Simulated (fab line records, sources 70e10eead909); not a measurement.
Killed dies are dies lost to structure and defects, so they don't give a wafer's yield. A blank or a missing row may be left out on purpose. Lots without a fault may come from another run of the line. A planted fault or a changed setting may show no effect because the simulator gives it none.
Chamber matching | flow nand_harc | NHARC_P_CONTACT_CMP_01 on cmp-03: 4 sister chambers
The step polishes SiO2, target thk 200 nm. 16 wafers are shown with their chamber, then 8 later ones without.

WAFERS WITH THEIR CHAMBER
wafer  | chamber | motor_current_A (A)
L075.2 | 1       | 12.4
L075.3 | 2       | 12.3
L075.6 | 0       | 10.4
L078.2 | 0       | 11.0
L078.5 | 2       | 12.7
L078.6 | 3       | 11.8
L080.3 | 3       | 12.1
L080.4 | 2       | 13.0
L080.5 | 3       | 12.3
L080.1 | 0       | 10.3
L080.2 | 1       | 12.2
L080.6 | 0       | 11.3
L083.3 | 2       | 12.9
L083.4 | 0       | 10.5
L083.6 | 0       | 10.8
L086.2 | 2       | 12.7

SIGNATURES (means of the wafers above)
reading         | chamber 0 | chamber 1 | chamber 2 | chamber 3 | scatter within a chamber
motor_current_A | 10.717    | 12.300    | 12.720    | 12.067    | 0.314
Rule: a wafer's distance from a chamber is the root of the sum, over the readings, of the square of ((its reading less the chamber's mean) divided by the reading's scatter). The wafer belongs to the nearest chamber; if the next one is less than 2 further off, it can't be placed. The scatter: the root of (the sum of the squares of (reading less its chamber's mean) over the shown wafers, divided by (wafers less chambers)).

WAFERS WITHOUT THEIR CHAMBER
wafer  | motor_current_A (A)
L086.4 | 10.8
L086.5 | 12.6
L089.1 | 10.5
L089.4 | 12.4
L089.5 | 12.5
L091.1 | 12.9
L091.3 | 10.4
L091.5 | 12.3

WHICH CHAMBER EACH WENT THROUGH
wafer  | from the rows above          | in truth
L086.4 | 0                            | 0
L086.5 | can't be placed: 2 or 1 or 3 | 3
L089.1 | 0                            | 0
L089.4 | can't be placed: 1 or 2 or 3 | 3
L089.5 | can't be placed: 1 or 2 or 3 | 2
L091.1 | can't be placed: 2 or 1      | 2
L091.3 | 0                            | 0
L091.5 | can't be placed: 1 or 3 or 2 | 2
Placed correctly: 3 of 8. Can't be placed from these rows: 5 (the true chamber is among the candidates in 5). Placed wrongly: 0.
